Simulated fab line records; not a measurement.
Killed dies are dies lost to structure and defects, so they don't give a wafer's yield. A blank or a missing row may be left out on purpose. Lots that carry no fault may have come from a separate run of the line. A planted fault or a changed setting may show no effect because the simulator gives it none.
Matching of chambers / flow n5 finfet / 4 sister chambers for N5_BEOL_M12_ETCH_68 on rie diel-05
The step etches SOC in N2/H2, time 285 s. 14 wafers are shown with their chamber, then 7 later ones without.

== WAFERS, EACH WITH ITS CHAMBER ==
wafer=L074.1; chamber=0; showerhead plenum p Torr (Torr)=2.45; throttle valve pct (%)=17.84; drypump motor current A (A)=5.4
wafer=L074.2; chamber=3; showerhead plenum p Torr (Torr)=2.59; throttle valve pct (%)=18.17; drypump motor current A (A)=5.1
wafer=L074.3; chamber=1; showerhead plenum p Torr (Torr)=2.62; throttle valve pct (%)=17.20; drypump motor current A (A)=5.6
wafer=L079.1; chamber=1; showerhead plenum p Torr (Torr)=2.62; throttle valve pct (%)=17.21; drypump motor current A (A)=5.6
wafer=L079.2; chamber=3; showerhead plenum p Torr (Torr)=2.59; throttle valve pct (%)=18.15; drypump motor current A (A)=5.1
wafer=L079.3; chamber=2; showerhead plenum p Torr (Torr)=2.62; throttle valve pct (%)=17.57; drypump motor current A (A)=5.1
wafer=L080.2; chamber=2; showerhead plenum p Torr (Torr)=2.62; throttle valve pct (%)=17.57; drypump motor current A (A)=5.2
wafer=L080.4; chamber=0; showerhead plenum p Torr (Torr)=2.45; throttle valve pct (%)=17.88; drypump motor current A (A)=5.4
wafer=L080.5; chamber=2; showerhead plenum p Torr (Torr)=2.62; throttle valve pct (%)=17.59; drypump motor current A (A)=5.1
wafer=L083.1; chamber=1; showerhead plenum p Torr (Torr)=2.61; throttle valve pct (%)=17.21; drypump motor current A (A)=5.6
wafer=L083.3; chamber=3; showerhead plenum p Torr (Torr)=2.59; throttle valve pct (%)=18.19; drypump motor current A (A)=5.1
wafer=L083.4; chamber=2; showerhead plenum p Torr (Torr)=2.62; throttle valve pct (%)=17.58; drypump motor current A (A)=5.2
wafer=L081.2; chamber=1; showerhead plenum p Torr (Torr)=2.61; throttle valve pct (%)=17.25; drypump motor current A (A)=5.6
wafer=L081.3; chamber=2; showerhead plenum p Torr (Torr)=2.62; throttle valve pct (%)=17.57; drypump motor current A (A)=5.2

SIGNATURES (means of the wafers above)
reading=showerhead plenum p Torr; chamber 0=2.4500; chamber 1=2.6150; chamber 2=2.6200; chamber 3=2.5900; scatter within a chamber=0.00316
reading=throttle valve pct; chamber 0=17.8600; chamber 1=17.2175; chamber 2=17.5760; chamber 3=18.1700; scatter within a chamber=0.0184
reading=drypump motor current A; chamber 0=5.400; chamber 1=5.600; chamber 2=5.160; chamber 3=5.100; scatter within a chamber=0.0346
Rule: for a wafer and a chamber, the distance is found by dividing, reading by reading, the gap between the wafer's reading and the chamber's mean by the reading's scatter, squaring, summing and taking the root. The wafer belongs to the nearest chamber; if the next one is less than 2 further off, it can't be placed. The scatter: take each reading less its chamber's mean, square it, sum over the shown wafers, divide by the number of wafers less the number of chambers, and take the root.

== WAFERS MISSING THEIR CHAMBER ==
wafer=L081.5; showerhead plenum p Torr (Torr)=2.44; throttle valve pct (%)=17.86; drypump motor current A (A)=5.4
wafer=L093.2; showerhead plenum p Torr (Torr)=2.60; throttle valve pct (%)=17.26; drypump motor current A (A)=5.6
wafer=L093.4; showerhead plenum p Torr (Torr)=2.57; throttle valve pct (%)=18.22; drypump motor current A (A)=5.1
wafer=L093.6; showerhead plenum p Torr (Torr)=2.60; throttle valve pct (%)=17.62; drypump motor current A (A)=5.2
wafer=L097.2; showerhead plenum p Torr (Torr)=2.43; throttle valve pct (%)=17.93; drypump motor current A (A)=5.4
wafer=L097.5; showerhead plenum p Torr (Torr)=2.60; throttle valve pct (%)=17.28; drypump motor current A (A)=5.6
wafer=L097.6; showerhead plenum p Torr (Torr)=2.43; throttle valve pct (%)=17.93; drypump motor current A (A)=5.4

== WHICH CHAMBER EACH ONE RAN IN ==
wafer=L081.5; from the rows above=0; in truth=0
wafer=L093.2; from the rows above=1; in truth=1
wafer=L093.4; from the rows above=3; in truth=3
wafer=L093.6; from the rows above=2; in truth=2
wafer=L097.2; from the rows above=0; in truth=0
wafer=L097.5; from the rows above=1; in truth=1
wafer=L097.6; from the rows above=0; in truth=0
Correct placement for 7 of the 7. From these rows, 0 cannot be placed. Placed wrongly: 0.
